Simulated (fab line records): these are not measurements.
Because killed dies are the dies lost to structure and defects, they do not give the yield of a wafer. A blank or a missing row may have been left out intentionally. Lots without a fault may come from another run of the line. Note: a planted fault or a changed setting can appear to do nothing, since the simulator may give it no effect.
fab line records	flow nand-harc
record: lots: 5	wafers: 15	last-day: 24
route steps=1159 shown P_GATE@170 END@1159
lots with no fault: from the same line, run without faults
start-h: the number of hours between the record's first day and the start of the first shown wafer of the lot	wait-h: hours elapsed since this lot's preceding step	" unchanged from the row above	L1.1+2: a single row standing in for several wafers	- no value, or no start was given	* or withheld: withheld	< > ~ a bound
route shown NAME@n: names a module that has steps shown in the file, with the first one's number in the route	usual: mean/standard deviation taken from wafers without a fault	same: alike in all rows	chamber/n: place in a boat	sites: readings site by site	_std_site: standard deviation of those values	_edge_site: outer sites' mean less inner sites'	radius-mm: for every site, how far away it sits from the centre of the wafer	mask NAME#n: copy n	behind: the tool/chamber that last shaped the wafer	hold: what put the lot on hold/how long, in hours/how the hold closed	device: the transistor (n, p or np) that didn't switch	end of line: the route-end tests of the same wafers	a step given without rows: its recipe and nothing more	killed: dies lost to structure and defects at the first sort, not the wafer's yield	map: the dies of a wafer, with x for killed, . for not killed, _ for no die there
set.NAME: the setting that was run; set.NAME@STEP: the one run at that earlier step	model.NAME: the simulator's own value behind a step, which no gauge read
lots at some steps of the route; a table a step, a row a wafer
services: a tool's chamber out of use, with start hour (start-h, from the record's first day; less than 0 if before it), hours out, and reason
== steps ==
step: NHARC_P_GATE_CD_MEAS_46
recipe: target-cd-nm: 720	landing-energy-ev: 500
usual: cd-nm: 719.8/1.6
lot.wafer	tool	chamber	start-h	wait-h	cd-nm
L587.1	cd-sem-01	0	117.21	-	717.2
L587.5	"	0	"	"	718.0
L587.6	"	0	"	"	718.2
L588.4	cd-sem-03	0	130.43	-	718.8
L588.5	"	0	"	"	718.9
L588.6	"	0	"	"	720.6
L592.1	cd-sem-03	0	150.44	-	719.9
L592.4	"	0	"	"	718.5
L592.6	"	0	"	"	720.6
L600.2	cd-sem-01	0	194.03	-	718.7
L600.3	"	0	"	"	719.1
L600.4	"	0	"	"	718.8
L605.3	cd-sem-02	0	227.94	-	722.2
L605.4	"	0	"	"	720.2
L605.6	"	0	"	"	722.5
step: NHARC_P_GATE_HARDBAKE_47
recipe: temp-c: 125	time-s: 80
step: NHARC_P_GATE_DESCUM_48
recipe: time-s: 3	o2-flow-sccm: 200	ar-flow-sccm: 0	bias-power-w: 0	chemistry: O2
usual: drypump-motor-current-A: 5.8/0.54	oes-product-au: 1.001/0.008	rf-vpp-V: 57.6/0.91	showerhead-plenum-p-Torr: 1.90/0.081	throttle-valve-pct: 11.311/0.0087
same: bias-power-w: 0
lot.wafer	tool	chamber	start-h	wait-h	drypump-motor-current-A	oes-product-au	rf-hours-counter-h	rf-vpp-V	showerhead-plenum-p-Torr	throttle-valve-pct
L587.1	rie-diel-05	2	117.40	-	6.1	1.006	48	58.8	2.04	11.306
L587.5	"	0	"	"	5.8	1.003	-	58.1	1.97	11.316
L587.6	"	1	"	"	6.0	0.991	-	58.8	1.93	11.301
L588.4	rie-diel-04	2	130.61	-	5.2	1.004	1	57.9	2.02	11.329
L588.5	"	3	"	"	4.9	1.009	-	57.5	1.81	11.314
L588.6	"	0	"	"	6.4	1.014	-	57.8	1.94	11.311
L592.1	rie-diel-02	3	150.63	-	6.4	1.000	59	58.0	1.80	11.316
L592.4	"	0	"	"	5.7	0.999	59	56.8	1.81	11.303
L592.6	"	1	"	"	6.2	1.021	-	57.5	1.80	11.313
L600.3	rie-diel-05	0	194.19	-	5.8	0.990	8	56.5	1.96	11.318
L600.2	"	2	"	"	6.1	0.986	7	58.1	2.03	11.306
L600.4	"	1	"	"	5.9	1.007	-	57.7	1.92	11.314
L605.4	rie-diel-04	3	228.13	-	4.9	1.012	20	56.5	1.80	11.293
L605.3	"	0	"	"	6.4	1.002	20	57.1	1.93	11.297
L605.6	"	2	"	"	5.2	1.000	-	59.0	2.01	11.315
step: NHARC_P_GATE_IMPLANT_49
recipe: energy-kev: 30	dose-cm2: 3e+15	tilt-deg: 7
step: NHARC_P_GATE_STRIP_111
recipe: power-w: 1500	temp-c: 110	time-s: 250	chemistry: N2/H2
usual: drypump-motor-current-A: 5.6/0.59	heater-power-w: 85/3.9
lot.wafer	tool	chamber	start-h	wait-h	drypump-motor-current-A	heater-power-w	rf-hours-counter-h
L587.1	plasma-asher-02	0	117.74	0.2	4.9	88	30
L587.6	"	0	"	"	4.9	83	-
L587.5	"	1	"	"	6.1	80	-
L588.4	plasma-asher-01	1	131.05	0.2	6.3	83	-
L588.5	"	1	"	"	6.3	81	-
L588.6	"	0	"	"	5.2	90	-
L592.1	plasma-asher-02	0	150.97	0.2	4.9	86	42
L592.4	"	1	"	"	6.1	80	-
L592.6	"	1	"	"	6.1	79	-
L600.2	plasma-asher-02	1	194.64	0.2	6.1	93	1
L600.4	"	0	"	"	4.9	79	-
L600.3	"	1	"	"	6.1	87	-
L605.4	plasma-asher-01	0	228.58	0.2	5.2	90	-
L605.3	"	1	"	"	6.3	82	-
L605.6	"	1	"	"	6.3	82	-
step: NHARC_P_GATE_STRIP_75
recipe: power-w: 1500	temp-c: 250	chemistry: O2
usual: drypump-motor-current-A: 5.6/0.59	heater-power-w: 319/15
lot.wafer	tool	chamber	start-h	wait-h	drypump-motor-current-A	heater-power-w	rf-hours-counter-h
L587.1	plasma-asher-02	0	118.05	0.3	4.9	320	30
L587.6	"	0	"	"	4.9	313	-
L587.5	"	1	"	"	6.1	292	-
L588.4	plasma-asher-01	1	131.27	0.2	6.3	306	-
L588.5	"	1	"	"	6.3	305	-
L588.6	"	0	"	"	5.2	336	-
L592.1	plasma-asher-02	0	151.28	0.3	4.9	326	42
L592.4	"	1	"	"	6.1	302	-
L592.6	"	1	"	"	6.1	303	-
L600.2	plasma-asher-02	1	194.90	0.2	6.1	339	1
L600.4	"	0	"	"	4.9	297	-
L600.3	"	1	"	"	6.1	336	-
L605.4	plasma-asher-01	0	228.80	0.2	5.2	344	-
L605.3	"	1	"	"	6.3	314	-
L605.6	"	1	"	"	6.3	303	-
step: NHARC_P_GATE_STRIP_50
recipe: time-s: 900	temp-c: 130	chemistry: SPM
step: NHARC_P_GATE_DEHYDRATE_51
recipe: temp-c: 150	time-s: 120
step: NHARC_P_GATE_HMDS_52
recipe: time-s: 30
step: NHARC_P_GATE_COAT_53
recipe: spin-rpm: 3000
step: NHARC_P_GATE_SOFTBAKE_54
recipe: temp-c: 122	time-s: 95
step: NHARC_P_GATE_EBR_55
step: NHARC_P_GATE_EXPOSE_56
recipe: na: 0.6	target-cd-nm: 720	dose-mj: 14.81	mask-id: P_PSD
usual: stage-vel-mm-s: 500.06/0.22
same: na: 0.6
lot.wafer	tool	chamber	start-h	wait-h	mask	stage-vel-mm-s
L587.1	krf-scanner-01	0	118.82	-	P_PSD#0	499.98
L587.5	"	0	"	"	P_PSD#0	499.86
L587.6	"	0	"	"	P_PSD#0	500.13
L588.4	krf-scanner-02	0	132.03	-	P_PSD#0	499.61
L588.5	"	0	"	"	P_PSD#0	500.17
L588.6	"	0	"	"	P_PSD#0	499.75
L592.1	krf-scanner-01	0	152.04	-	P_PSD_R1#0	500.19
L592.4	"	0	"	"	P_PSD_R1#0	500.27
L592.6	"	0	"	"	P_PSD_R1#0	500.12
L600.2	krf-scanner-02	0	195.66	-	P_PSD#0	499.89
L600.3	"	0	"	"	P_PSD#0	500.51
L600.4	"	0	"	"	P_PSD#0	500.15
L605.3	krf-scanner-03	0	229.57	-	P_PSD#0	499.92
L605.4	"	0	"	"	P_PSD#0	500.38
L605.6	"	0	"	"	P_PSD#0	500.04
step: NHARC_P_GATE_PEB_57
recipe: peb-temp-c: 118	peb-time-s: 85
step: NHARC_P_GATE_DEVELOP_58
recipe: time-s: 70
step: NHARC_P_GATE_CD_MEAS_59
recipe: target-cd-nm: 720	landing-energy-ev: 500
usual: cd-nm: 719.3/1.3
lot.wafer	tool	chamber	start-h	wait-h	cd-nm
L587.1	cd-sem-02	0	118.97	-	720.6
L587.5	"	0	"	"	719.6
L587.6	"	0	"	"	721.1
L588.4	cd-sem-02	0	132.18	-	718.5
L588.5	"	0	"	"	721.3
L588.6	"	0	"	"	720.7
L592.1	cd-sem-01	0	152.20	-	712.5
L592.4	"	0	"	"	713.1
L592.6	"	0	"	"	712.8
L600.2	cd-sem-01	0	195.82	-	718.0
L600.3	"	0	"	"	719.2
L600.4	"	0	"	"	718.3
L605.3	cd-sem-03	0	229.72	-	719.5
L605.4	"	0	"	"	718.0
L605.6	"	0	"	"	719.9
step: NHARC_P_GATE_HARDBAKE_60
recipe: temp-c: 125	time-s: 80
step: NHARC_END_SORT_01
recipe: temp-c: 25
usual: killed-at-array: 29/12	killed-at-other: 0.7/1	killed-at-periphery: 4/3.2	killed-dies: 34/12	killed-open: 3.4/2	killed-short: 1.8/1.3
same: gross-dies: 677
lot.wafer	tool	chamber	start-h	wait-h	killed-at-array	killed-at-other	killed-at-periphery	killed-dies	killed-open	killed-short
L600.4	prober-01	0	554.74	3.4	32	1	5	38	3	3
killed by level:class
L600.4 A_CONTACT:chamber-film-flake=13 A_STAIRCASE:chamber-film-flake=9 A_CHANNEL_HOLE_D1:chamber-film-flake=5 P_CONTACT:chamber-film-flake=3 P_M0:geometric-particle:short=2 A_CONTACT:geometric-particle:open=2 A_ONON_D1:geometric-particle:open=1 A_WL_FILL:geometric-particle:short=1
== services ==
tool	chamber	start-h	hours	kind
plasma-asher-01	-	99.10	9.0	pm
plasma-asher-01	0	99.10	9.0	vent-cycle
plasma-asher-01	1	99.10	9.0	vent-cycle
rie-diel-02	-	104.45	9.1	repair
plasma-asher-01	0	108.10	-	clean
rie-diel-04	-	111.95	9.0	pm
krf-scanner-02	-	134.73	5.6	repair
rie-diel-02	-	151.07	9.0	pm
rie-diel-05	-	163.62	9.0	pm
krf-scanner-02	-	166.86	1.1	repair
krf-scanner-03	-	168.00	4.0	pm
rie-diel-05	3	180.98	16.1	repair
rie-diel-04	1	181.25	4.5	repair
plasma-asher-02	-	183.17	9.0	pm
plasma-asher-02	0	183.17	9.0	vent-cycle
plasma-asher-02	1	183.17	9.0	vent-cycle
rie-diel-04	1	188.07	9.5	repair
plasma-asher-02	0	192.17	-	clean
plasma-asher-02	1	192.17	-	clean
krf-scanner-01	-	192.86	1.4	repair
krf-scanner-02	-	210.00	4.0	pm
rie-diel-04	-	217.85	0.2	repair
rie-diel-02	0	224.67	5.0	repair
rie-diel-02	3	227.64	13.0	repair
== key ==
first-sign: step: NHARC_P_GATE_EXPOSE_56	reading: mask	direction: changed
effect: step: NHARC_P_GATE_CD_MEAS_59	reading: cd-nm	direction: down	sigmas: 5.1	usual: 719.3	struck: 712.8
met-at NHARC_P_GATE_EXPOSE_56
struck-wafers L592.1,L592.4,L592.6
tester-left-out L592
onset-between 118.82 152.04
fault: kind: wrong-mask	tool: any	chamber: -	onset-h: 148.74	steps: NHARC_P_GATE_EXPOSE_56	aux-copy: P_PSD_R1#0	cd-offset-nm: -6.2842	scope: struck-lots-only
tester-left-out: of these lots the tester's yield and bins aren't shown, on N5 and GAA mostly nor the transistor test; their killed dies are dies lost to structure and defects alone, not to doping, threshold or leakage, so they don't give the yield
